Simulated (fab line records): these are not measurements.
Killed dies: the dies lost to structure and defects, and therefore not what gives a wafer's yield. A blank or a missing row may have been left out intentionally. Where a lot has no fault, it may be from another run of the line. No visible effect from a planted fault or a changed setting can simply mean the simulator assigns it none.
Which of the tools did it? | flow nand-harc | 36 wafers from 12 lots sampled at 2 of the route's 1302 steps

WHAT THE GAUGES READ, wafer by wafer
NHARC_A_M1_INSPECT_11.
lot  | measured     | on                | raw-defect-count
L074 | day 23 21:29 | defect-inspect-02 | 84 100 104
L076 | day 24 09:46 | defect-inspect-02 | 111 91 109
L079 | day 25 05:47 | defect-inspect-02 | 131 133 121
L080 | day 25 15:13 | defect-inspect-02 | 93 112 104
L083 | day 27 09:43 | defect-inspect-02 | 49 66 49
L085 | day 27 16:18 | defect-inspect-02 | 13 13 17
L087 | day 28 02:20 | defect-inspect-02 | 77 68 56
L088 | day 28 23:44 | defect-inspect-02 | 103 95 92
L092 | day 30 18:08 | defect-inspect-01 | 149 143 156
L093 | day 30 22:29 | defect-inspect-02 | 68 79 73
L095 | day 32 03:20 | defect-inspect-02 | 48 45 27
L096 | day 33 03:00 | defect-inspect-01 | 99 94 87

WHAT TOOL EACH LOT RAN ON (gives the tool, then ch and the chambers of the sampled wafers, and finally the start)
lot  | NHARC_A_M0_PRE_CLEAN_31
L074 | pecvd-02 ch 1, day 23 19:53
L076 | pecvd-02 ch 0,1, day 24 08:10
L079 | pecvd-04 ch 1,2, day 25 04:22
L080 | pecvd-04 ch 0,1,2, day 25 13:49
L083 | pecvd-02 ch 0,1,2, day 27 08:17
L085 | pecvd-03 ch 0,1, day 27 14:52
L087 | pecvd-03 ch 0,1, day 28 01:01
L088 | pecvd-04 ch 0,1,2, day 28 22:17
L092 | pecvd-03 ch 0,1,2, day 30 16:43
L093 | pecvd-02 ch 0,2, day 30 21:02
L095 | pecvd-02 ch 0,1, day 32 01:54
L096 | pecvd-02 ch 1,2, day 33 01:25
- NHARC_A_M0_PRE_CLEAN_31: time 12 s.

THE ANSWER, worked out from the rows above alone
Rule: what is usual is taken from the lots themselves. Put in order of their means at a reading, lots are off if they are a third of the lots or fewer, leave a main group of 4 or more, and stand apart from it by a gap of 3 or more times the standard deviation of the main group's means; of several such gaps the widest counts. A main group is skipped when, at the precision printed for the reading in the tables above, its means are all equal. A lot without any number at a reading at which 4 lots or more have one is off too. The other lots that the step has rows for count as sound.
No lot is off on any of the readings shown, so nothing can be concluded from this.

WHAT THE SIMULATOR HAD PUT IN
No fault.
